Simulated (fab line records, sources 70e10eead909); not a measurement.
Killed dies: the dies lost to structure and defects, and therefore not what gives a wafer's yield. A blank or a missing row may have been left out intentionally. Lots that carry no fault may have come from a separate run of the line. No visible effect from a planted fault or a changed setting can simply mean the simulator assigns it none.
Matching of chambers | flow nand harc | NHARC_A_STAIRCASE_ETCHBACK_422 on rie diel-04 has 4 sister chambers
The step etches the open film in CH3F/O2, target depth 40 nm, time 74.286 s. 16 wafers are shown with their chamber, then 8 later ones without.

## EACH WAFER AND ITS CHAMBER
wafer  | chamber | drypump motor current A (A) | showerhead plenum p Torr (Torr) | rf fwd power W (W)
L074.1 | 2       | 5.1                         | 2.63                            | 495.0
L074.3 | 3       | 5.5                         | 2.29                            | 498.7
L074.5 | 0       | 6.6                         | 2.65                            | 498.2
L076.4 | 0       | 6.7                         | 2.65                            | 498.6
L076.5 | 1       | 5.8                         | 2.43                            | 491.3
L076.6 | 0       | 6.7                         | 2.65                            | 495.3
L075.2 | 1       | 5.8                         | 2.43                            | 490.2
L075.4 | 2       | 5.1                         | 2.63                            | 493.9
L075.5 | 2       | 5.1                         | 2.63                            | 498.0
L080.3 | 2       | 5.1                         | 2.62                            | 493.8
L080.5 | 2       | 5.1                         | 2.62                            | 492.8
L080.6 | 1       | 5.8                         | 2.42                            | 493.3
L085.1 | 2       | 5.2                         | 2.61                            | 495.1
L085.4 | 3       | 5.5                         | 2.66                            | 494.9
L085.6 | 0       | 6.7                         | 2.64                            | 495.1
L089.1 | 2       | 5.1                         | 2.61                            | 495.7

SIGNATURES (means of the wafers above)
reading                  | chamber 0 | chamber 1 | chamber 2 | chamber 3 | scatter within a chamber
drypump motor current A  | 6.675     | 5.800     | 5.114     | 5.500     | 0.0366
showerhead plenum p Torr | 2.6475    | 2.4267    | 2.6214    | 2.4750    | 0.0759
rf fwd power W           | 496.800   | 491.600   | 494.900   | 496.800   | 1.81
Rule: a wafer's distance from a chamber is the root of the sum, over the readings, of the square of ((its reading less the chamber's mean) divided by the reading's scatter). If the next closest chamber is less than 2 further off than the closest, the wafer can't be placed; otherwise it belongs to the closest. The scatter: take each reading less its chamber's mean, square it, sum over the shown wafers, divide by the number of wafers less the number of chambers, and take the root.

## WAFERS WITHOUT THEIR CHAMBER
wafer  | drypump motor current A (A) | showerhead plenum p Torr (Torr) | rf fwd power W (W)
L089.2 | 6.6                         | 2.63                            | 494.9
L089.4 | 5.8                         | 2.41                            | 495.6
L088.1 | 5.1                         | 2.61                            | 492.8
L088.4 | 5.5                         | 2.65                            | 496.0
L088.6 | 5.8                         | 2.41                            | 494.3
L094.2 | 5.1                         | 2.60                            | 495.5
L094.3 | 6.7                         | 2.62                            | 496.6
L094.5 | 6.7                         | 2.62                            | 498.6

## EACH ONE'S CHAMBER
wafer  | from the rows above | in truth
L089.2 | 0                   | 0
L089.4 | 1                   | 1
L088.1 | 2                   | 2
L088.4 | 3                   | 3
L088.6 | 1                   | 1
L094.2 | 2                   | 2
L094.3 | 0                   | 0
L094.5 | 0                   | 0
Correctly placed: 8 of 8. From these rows, 0 cannot be placed. Placed wrongly: 0.
